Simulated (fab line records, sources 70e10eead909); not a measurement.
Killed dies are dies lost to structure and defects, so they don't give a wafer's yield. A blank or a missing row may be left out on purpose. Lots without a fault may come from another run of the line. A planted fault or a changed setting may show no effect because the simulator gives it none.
Which tool did it? | flow nand_harc | 24 lots, 72 wafers sampled, at 6 steps of a route of 1159

WHAT THE GAUGES READ, wafer by wafer
NHARC_A_BLC_INSPECT_12.
lot  | measured     | on                | raw_defect_count
L074 | day 17 11:19 | defect_inspect-02 | 27 26 27
L077 | day 17 12:29 | defect_inspect-02 | 13 19 19
L075 | day 17 13:52 | defect_inspect-01 | 19 24 24
L076 | day 17 16:16 | defect_inspect-01 | 26 32 27
L078 | day 17 19:57 | defect_inspect-02 | 31 21 26
L079 | day 18 23:34 | defect_inspect-01 | 34 39 36
L084 | day 19 04:33 | defect_inspect-01 | 30 31 34
L080 | day 19 12:39 | defect_inspect-01 | 11 14 6
L082 | day 19 15:39 | defect_inspect-02 | 33 40 37
L083 | day 19 16:35 | defect_inspect-01 | 22 26 27
L081 | day 19 17:43 | defect_inspect-02 | 14 13 10
L085 | day 20 02:00 | defect_inspect-01 | 13 15 16
L086 | day 20 02:10 | defect_inspect-02 | 30 15 24
L087 | day 20 07:46 | defect_inspect-01 | 42 42 33
L088 | day 20 14:39 | defect_inspect-01 | 24 40 30
L089 | day 21 10:23 | defect_inspect-01 | 50 54 46
L091 | day 21 11:16 | defect_inspect-01 | 13 19 10
L090 | day 21 12:25 | defect_inspect-01 | 60 46 51
L092 | day 21 17:01 | defect_inspect-02 | 12 14 19
L093 | day 21 22:08 | defect_inspect-01 | 43 41 35
L094 | day 21 23:26 | defect_inspect-01 | 43 32 38
L095 | day 23 01:49 | defect_inspect-01 | 14 21 19
L097 | day 23 02:28 | defect_inspect-01 | 37 35 44
L096 | day 23 03:26 | defect_inspect-01 | 41 53 47

NHARC_A_BLC_INSPECT_28.
lot  | measured     | on                | raw_defect_count
L074 | day 17 14:31 | defect_inspect-01 | 427 934 602
L077 | day 17 16:02 | defect_inspect-02 | 313 379 304
L075 | day 17 17:01 | defect_inspect-02 | 520 256 314
L076 | day 17 19:40 | defect_inspect-01 | 471 571 834
L078 | day 18 01:18 | defect_inspect-01 | 779 483 611
L079 | day 19 04:17 | defect_inspect-02 | 376 451 645
L084 | day 19 09:45 | defect_inspect-02 | 297 364 436
L080 | day 19 16:20 | defect_inspect-02 | 630 634 854
L082 | day 19 18:41 | defect_inspect-02 | 566 380 433
L083 | day 19 19:38 | defect_inspect-02 | 521 366 534
L081 | day 20 00:34 | defect_inspect-02 | 434 349 465
L085 | day 20 07:01 | defect_inspect-01 | 327 340 351
L086 | day 20 07:27 | defect_inspect-02 | 432 444 536
L087 | day 20 11:01 | defect_inspect-02 | 372 359 430
L088 | day 20 17:54 | defect_inspect-02 | 268 596 337
L089 | day 21 16:47 | defect_inspect-01 | 429 354 415
L091 | day 21 18:20 | defect_inspect-01 | 461 656 584
L090 | day 21 18:44 | defect_inspect-01 | 337 352 450
L092 | day 22 03:34 | defect_inspect-02 | 455 429 444
L093 | day 22 06:31 | defect_inspect-01 | 459 432 406
L094 | day 22 06:58 | defect_inspect-02 | 448 386 539
L095 | day 23 11:38 | defect_inspect-02 | 442 269 349
L097 | day 23 11:38 | defect_inspect-01 | 454 640 510
L096 | day 23 15:26 | defect_inspect-01 | 650 920 1022

NHARC_A_M0_OVL_MEAS_10: pitch 160 nm.
lot  | measured     | on         | overlay_x_nm (nm) | overlay_y_nm (nm)
L074 | day 17 15:23 | overlay-01 | -0.5 0.2 0.1      | 0.5 0.1 0.2
L077 | day 17 16:53 | overlay-01 | -0.7 -1.3 -0.5    | -0.4 0.0 -0.3
L075 | day 17 17:53 | overlay-02 | 0.6 -0.2 0.5      | 0.4 0.5 0.6
L076 | day 17 20:41 | overlay-02 | -0.7 -0.9 -1.0    | 0.1 0.0 0.3
L078 | day 18 02:18 | overlay-02 | -1.1 -0.8 -0.6    | -0.4 -0.4 -0.8
L079 | day 19 05:08 | overlay-01 | 0.8 -0.2 -0.2     | 0.1 0.5 0.3
L084 | day 19 10:45 | overlay-02 | -0.1 0.0 -0.3     | 0.6 0.6 0.7
L080 | day 19 17:13 | overlay-02 | -0.2 0.5 -0.2     | -0.2 -0.7 -0.6
L082 | day 19 19:41 | overlay-02 | -0.3 -0.6 -0.5    | -0.4 -0.4 0.1
L083 | day 19 20:38 | overlay-01 | -1.7 -1.9 -1.7    | -0.3 0.1 0.0
L081 | day 20 01:33 | overlay-02 | -1.5 -1.2 -0.7    | -0.4 -0.7 -0.9
L085 | day 20 08:01 | overlay-02 | 1.5 1.1 0.8       | 0.5 1.0 0.9
L086 | day 20 08:34 | overlay-02 | -0.1 -0.2 0.0     | 1.2 0.7 -0.2
L087 | day 20 11:53 | overlay-02 | 0.2 -0.3 -0.4     | 1.2 0.8 1.3
L088 | day 20 18:51 | overlay-02 | -1.1 -0.7 -1.4    | -0.7 -0.5 -0.6
L089 | day 21 17:46 | overlay-02 | 1.1 1.2 0.7       | -0.9 -0.9 -1.2
L091 | day 21 19:19 | overlay-01 | -0.2 -0.1 -0.2    | 1.0 1.2 0.8
L090 | day 21 19:36 | overlay-02 | -0.8 -0.4 -1.0    | 0.8 0.9 0.8
L092 | day 22 05:03 | overlay-01 | -0.8 -0.6 -0.9    | -0.9 -0.6 -0.9
L093 | day 22 07:22 | overlay-01 | 0.5 0.4 0.6       | -1.0 -0.9 -1.2
L094 | day 22 08:22 | overlay-02 | -1.5 -0.8 -0.4    | -1.3 -0.9 -1.3
L095 | day 23 12:39 | overlay-01 | 0.6 0.5 0.6       | -0.2 0.0 0.7
L097 | day 23 12:29 | overlay-01 | -0.2 -0.3 -1.0    | -0.4 -0.6 -0.8
L096 | day 23 16:18 | overlay-02 | -1.0 -0.6 -0.4    | 0.7 0.5 0.9

NHARC_A_M0_INSPECT_11.
lot  | measured     | on                | raw_defect_count
L074 | day 17 15:26 | defect_inspect-02 | 26 27 31
L077 | day 17 16:56 | defect_inspect-01 | 13 16 12
L075 | day 17 17:55 | defect_inspect-01 | 22 23 23
L076 | day 17 20:43 | defect_inspect-01 | 26 34 26
L078 | day 18 02:20 | defect_inspect-02 | 29 16 33
L079 | day 19 05:11 | defect_inspect-01 | 36 42 30
L084 | day 19 10:47 | defect_inspect-02 | 28 35 36
L080 | day 19 17:15 | defect_inspect-02 | 12 14 7
L082 | day 19 19:44 | defect_inspect-01 | 34 43 36
L083 | day 19 20:40 | defect_inspect-01 | 23 31 28
L081 | day 20 01:35 | defect_inspect-02 | 16 9 10
L085 | day 20 08:04 | defect_inspect-02 | 12 14 12
L086 | day 20 08:37 | defect_inspect-02 | 29 16 24
L087 | day 20 11:55 | defect_inspect-02 | 42 45 34
L088 | day 20 18:53 | defect_inspect-02 | 32 40 31
L089 | day 21 17:49 | defect_inspect-01 | 50 54 43
L091 | day 21 19:21 | defect_inspect-01 | 15 20 12
L090 | day 21 19:38 | defect_inspect-01 | 61 46 51
L092 | day 22 05:06 | defect_inspect-01 | 13 16 20
L093 | day 22 07:25 | defect_inspect-02 | 50 49 44
L094 | day 22 08:24 | defect_inspect-01 | 41 33 37
L095 | day 23 12:41 | defect_inspect-01 | 19 22 19
L097 | day 23 12:32 | defect_inspect-01 | 39 37 47
L096 | day 23 16:20 | defect_inspect-01 | 44 48 52

WHICH TOOL RAN EACH LOT (tool, then ch and the chambers of the sampled wafers, then the start)
lot  | NHARC_A_CONTACT_ETCH_98                       | NHARC_A_CONTACT_ETCH_110
L074 | rie_diel-13 ch 0,1,3, day 17 04:25 or earlier | rie_diel-11 ch 1,3, day 17 04:25
L077 | rie_diel-11 ch 0,2,3, day 17 05:05 or earlier | rie_diel-11 ch 0,3, day 17 05:05
L075 | rie_diel-11 ch 1,2,3, day 17 08:29 or earlier | rie_diel-11 ch 1,2,3, day 17 08:29
L076 | rie_diel-11 ch 0,1,3, day 17 13:29 or earlier | rie_diel-11 ch 0,3, day 17 13:29
L078 | rie_diel-11 ch 2,3, day 17 17:10 or earlier   | rie_diel-13 ch 0,3, day 17 17:10
L079 | rie_diel-12 ch 1,2,3, day 18 19:04            | rie_diel-11 ch 1,2, day 18 19:26
L084 | rie_diel-11 ch 1,2,3, day 19 00:25 or earlier | rie_diel-12 ch 0,1, day 19 00:25
L080 | rie_diel-12 ch 0,2,3, day 19 09:52 or earlier | rie_diel-13 ch 2,3, day 19 09:52
L082 | rie_diel-12 ch 0,2, day 19 11:14 or earlier   | rie_diel-13 ch 0,1,2, day 19 11:14
L083 | rie_diel-13 ch 0,2,3, day 19 13:06 or earlier | rie_diel-11 ch 1,2, day 19 13:06
L081 | rie_diel-12 ch 0,2, day 19 14:25 or earlier   | rie_diel-13 ch 0,1,3, day 19 14:25
L085 | rie_diel-11 ch 0,1,2, day 19 22:53 or earlier | rie_diel-12 ch 0,2, day 19 22:53
L086 | rie_diel-11 ch 0,3, day 19 23:12 or earlier   | rie_diel-11 ch 1,2,3, day 19 23:12
L087 | rie_diel-12 ch 0,3, day 20 02:11 or earlier   | rie_diel-11 ch 1,2, day 20 02:11
L088 | rie_diel-11 ch 0,1,3, day 20 11:47 or earlier | rie_diel-12 ch 0,2,3, day 20 11:47
L089 | rie_diel-11 ch 1,2,3, day 21 05:04 or earlier | rie_diel-11 ch 0,2,3, day 21 05:04
L091 | rie_diel-13 ch 1,2, day 21 07:19 or earlier   | rie_diel-12 ch 0,1,2, day 21 07:19
L090 | rie_diel-12 ch 0,1,2, day 21 09:38 or earlier | rie_diel-11 ch 0,1,3, day 21 09:38
L092 | rie_diel-11 ch 1,2,3, day 21 11:28 or earlier | rie_diel-11 ch 1,3, day 21 11:28
L093 | rie_diel-11 ch 0,2,3, day 21 15:05 or earlier | rie_diel-11 ch 0,1,3, day 21 15:05
L094 | rie_diel-11 ch 0,1,2, day 21 16:42 or earlier | rie_diel-11 ch 1,2,3, day 21 16:42
L095 | rie_diel-13 ch 1,2,3, day 22 22:59 or earlier | rie_diel-12 ch 2,3, day 22 22:59
L097 | rie_diel-13 ch 0,1,2, day 22 23:13 or earlier | rie_diel-12 ch 0,1,3, day 22 23:13
L096 | rie_diel-12 ch 0,1,2, day 23 00:41 or earlier | rie_diel-13 ch 0,2,3, day 23 00:41
- NHARC_A_CONTACT_ETCH_98: etches the open film in C4F6/O2, target depth 20 nm, time 10 s.
- NHARC_A_CONTACT_ETCH_110: etches the open film in CF4/O2, target depth 50 nm, overetch 5 nm, time 27.5 s.

WHAT THE TOOLS THEMSELVES READ (means of the sampled wafers that have a number; where no wafer has one, the mark that the record gives instead)
NHARC_A_CONTACT_ETCH_98.
lot  | tool        | drypump_motor_current_A (A) | oes_product_au (a.u.) | rf_vpp_V (V) | showerhead_plenum_p_Torr (Torr) | throttle_valve_pct (%)
L074 | rie_diel-13 | 5.7                         | 0.981                 | 550          | 4.09                            | 26.903
L077 | rie_diel-11 | 5.7                         | 0.951                 | 547          | 3.92                            | 26.907
L075 | rie_diel-11 | 5.9                         | 0.953                 | 546          | 3.86                            | 26.893
L076 | rie_diel-11 | 6.3                         | 0.948                 | 547          | 3.97                            | 26.896
L078 | rie_diel-11 | 5.8                         | 0.935                 | 544          | 3.82                            | 26.900
L079 | rie_diel-12 | 6.1                         | 0.956                 | 542          | 3.71                            | 26.904
L084 | rie_diel-11 | 5.9                         | 0.954                 | 545          | 3.86                            | 26.902
L080 | rie_diel-12 | 5.8                         | 0.976                 | 545          | 3.84                            | 26.903
L082 | rie_diel-12 | 5.5                         | 0.967                 | 548          | 4.01                            | 26.901
L083 | rie_diel-13 | 6.1                         | 0.996                 | 547          | 3.94                            | 26.906
L081 | rie_diel-12 | 5.5                         | 1.010                 | 549          | 4.01                            | 26.905
L085 | rie_diel-11 | 5.8                         | 0.943                 | 548          | 3.96                            | 26.897
L086 | rie_diel-11 | 6.0                         | 0.957                 | 549          | 4.03                            | 26.906
L087 | rie_diel-12 | 5.5                         | 0.943                 | 548          | 4.00                            | 26.899
L088 | rie_diel-11 | 6.3                         | 0.987                 | 548          | 3.96                            | 26.907
L089 | rie_diel-11 | 5.9                         | 0.942                 | 545          | 3.85                            | 26.909
L091 | rie_diel-13 | 6.1                         | 0.946                 | 551          | 4.16                            | 26.911
L090 | rie_diel-12 | 5.8                         | 0.952                 | 545          | 3.86                            | 26.900
L092 | rie_diel-11 | 5.9                         | 0.946                 | 545          | 3.85                            | 26.902
L093 | rie_diel-11 | 5.7                         | 0.958                 | 546          | 3.91                            | 26.900
L094 | rie_diel-11 | 5.8                         | 0.982                 | 547          | 3.95                            | 26.897
L095 | rie_diel-13 | 6.0                         | 1.011                 | 551          | 4.09                            | 26.903
L097 | rie_diel-13 | 5.7                         | 1.016                 | 551          | 4.12                            | 26.905
L096 | rie_diel-12 | 5.8                         | 0.950                 | 545          | 3.85                            | 26.911

NHARC_A_CONTACT_ETCH_110.
lot  | tool        | drypump_motor_current_A (A) | oes_product_au (a.u.) | rf_vpp_V (V) | showerhead_plenum_p_Torr (Torr) | throttle_valve_pct (%)
L074 | rie_diel-11 | 6.5                         | 0.998                 | 197.5        | 1.33                            | 13.406
L077 | rie_diel-11 | 6.2                         | 1.005                 | 197.6        | 1.34                            | 13.389
L075 | rie_diel-11 | 5.9                         | 0.997                 | 197.1        | 1.31                            | 13.392
L076 | rie_diel-11 | 6.2                         | 0.998                 | 197.8        | 1.34                            | 13.393
L078 | rie_diel-13 | 5.8                         | 1.008                 | 198.7        | 1.41                            | 13.400
L079 | rie_diel-11 | 6.0                         | 0.987                 | 197.3        | 1.32                            | 13.400
L084 | rie_diel-12 | 5.7                         | 1.007                 | 197.7        | 1.33                            | 13.395
L080 | rie_diel-13 | 6.4                         | 1.014                 | 196.8        | 1.28                            | 13.393
L082 | rie_diel-13 | 5.7                         | 1.014                 | 197.2        | 1.34                            | 13.401
L083 | rie_diel-11 | 6.0                         | 0.979                 | 198.0        | 1.32                            | 13.393
L081 | rie_diel-13 | 5.7                         | 1.021                 | 198.7        | 1.39                            | 13.394
L085 | rie_diel-12 | 5.8                         | 1.007                 | 196.5        | 1.30                            | 13.396
L086 | rie_diel-11 | 5.9                         | 0.992                 | 197.8        | 1.31                            | 13.392
L087 | rie_diel-11 | 6.0                         | 0.987                 | 197.7        | 1.32                            | 13.396
L088 | rie_diel-12 | 5.8                         | 1.010                 | 197.3        | 1.30                            | 13.395
L089 | rie_diel-11 | 5.7                         | 0.994                 | 198.2        | 1.33                            | 13.395
L091 | rie_diel-12 | 5.8                         | 1.008                 | 198.1        | 1.31                            | 13.405
L090 | rie_diel-11 | 6.3                         | 1.000                 | 197.1        | 1.35                            | 13.407
L092 | rie_diel-11 | 6.5                         | 1.005                 | 197.3        | 1.33                            | 13.392
L093 | rie_diel-11 | 6.3                         | 0.993                 | 197.5        | 1.35                            | 13.399
L094 | rie_diel-11 | 5.9                         | 0.996                 | 196.8        | 1.31                            | 13.396
L095 | rie_diel-12 | 6.1                         | 0.983                 | 195.4        | 1.23                            | 13.388
L097 | rie_diel-12 | 5.7                         | 1.002                 | 196.7        | 1.31                            | 13.402
L096 | rie_diel-13 | 6.0                         | 1.016                 | 198.6        | 1.41                            | 13.399

THE ANSWER, worked out from the rows above alone
Rule: what is usual is taken from the lots themselves. Put in order of their means at a reading, lots are off if they are a third of the lots or fewer, leave a main group of 4 or more, and stand apart from it by a gap of 3 or more times the standard deviation of the main group's means; of several such gaps the widest counts. A main group whose means are all the same, to the digits that the tables above print for the reading, isn't used. A lot without any number at a reading at which 4 lots or more have one is off too. The other lots that the step has rows for count as sound. The gauges are gone through in route order, then the tools' own readings, and for those a lot's mean is taken as printed above. The first step at which some lot is off is used, and at that step the reading that is off furthest; a lot without a number counts as furthest.
No lot is off at any reading shown: from this, nothing can be told.

WHAT THE SIMULATOR HAD PUT IN
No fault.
